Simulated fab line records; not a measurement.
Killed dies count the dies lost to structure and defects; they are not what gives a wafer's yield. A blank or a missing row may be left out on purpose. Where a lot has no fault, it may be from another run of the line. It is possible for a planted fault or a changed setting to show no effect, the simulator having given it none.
Matching of chambers | flow n5Finfet | N5_GATE_CUT_ETCH_36 on rieDiel-01 has 4 sister chambers
The step etches SiARC in CF4, target depth 13 nm, time 21.7 s. 14 wafers are shown with their chamber, then 7 later ones without.

## WAFERS PAIRED WITH THEIR CHAMBERS
wafer  | chamber | showerheadPlenumPTorr (Torr) | throttleValvePct (%) | etchRfOnTimeS (s)
L075.2 | 0       | 2.11                         | 16.00                | 22.2
L075.4 | 0       | 2.12                         | 15.97                | 22.0
L075.5 | 2       | 2.18                         | 15.72                | 21.7
L076.4 | 2       | 2.18                         | 15.72                | 21.8
L076.5 | 1       | 2.04                         | 15.83                | 21.9
L076.6 | 2       | 2.18                         | 15.74                | 21.8
L082.1 | 3       | 2.19                         | 15.37                | 21.2
L082.3 | 2       | 2.18                         | 15.75                | 21.9
L082.6 | 1       | 2.03                         | 15.87                | 22.2
L085.1 | 0       | 2.11                         | 15.50                | 21.3
L085.2 | 2       | 2.17                         | 15.76                | 21.8
L085.6 | 0       | 2.11                         | 15.50                | 21.4
L090.3 | 1       | 2.03                         | 15.90                | 22.1
L090.5 | 1       | 2.03                         | 15.90                | 22.0

SIGNATURES, as means of the wafers listed above
reading               | chamber 0 | chamber 1 | chamber 2 | chamber 3 | scatter within a chamber
showerheadPlenumPTorr | 2.1125    | 2.0325    | 2.1780    | 2.1900    | 0.0048
throttleValvePct      | 15.7425   | 15.8750   | 15.7380   | 15.3700   | 0.155
etchRfOnTimeS         | 21.725    | 22.050    | 21.800    | 21.200    | 0.256
Rule: for each reading, subtract the chamber's mean from the wafer's reading, divide by that reading's scatter and square the result; add these up over the readings and take the root, which gives the wafer's distance from the chamber. If the next closest chamber is less than 2 further off than the closest, the wafer can't be placed; otherwise it belongs to the closest. The scatter is the square root of a quotient: the sum, over the shown wafers, of each reading's squared deviation from its chamber's mean, divided by wafers minus chambers.

## WAFERS WHOSE CHAMBER IS MISSING
wafer  | showerheadPlenumPTorr (Torr) | throttleValvePct (%) | etchRfOnTimeS (s)
L090.6 | 2.17                         | 15.79                | 21.9
L093.1 | 2.18                         | 15.38                | 20.8
L093.4 | 2.03                         | 15.92                | 22.0
L093.5 | 2.03                         | 15.89                | 21.9
L094.1 | 2.03                         | 15.91                | 22.0
L094.5 | 2.18                         | 15.39                | 21.1
L094.6 | 2.11                         | 15.54                | 21.2

## CHAMBER TAKEN BY EACH
wafer  | from the rows above     | in truth
L090.6 | 2                       | 2
L093.1 | can't be placed: 3 or 2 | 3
L093.4 | 1                       | 1
L093.5 | 1                       | 1
L094.1 | 1                       | 1
L094.5 | can't be placed: 3 or 2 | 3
L094.6 | 0                       | 0
Correct placement for 5 of the 7. Can't be placed from these rows: 2 (the true chamber is among the candidates in 2). Placed wrongly: 0.
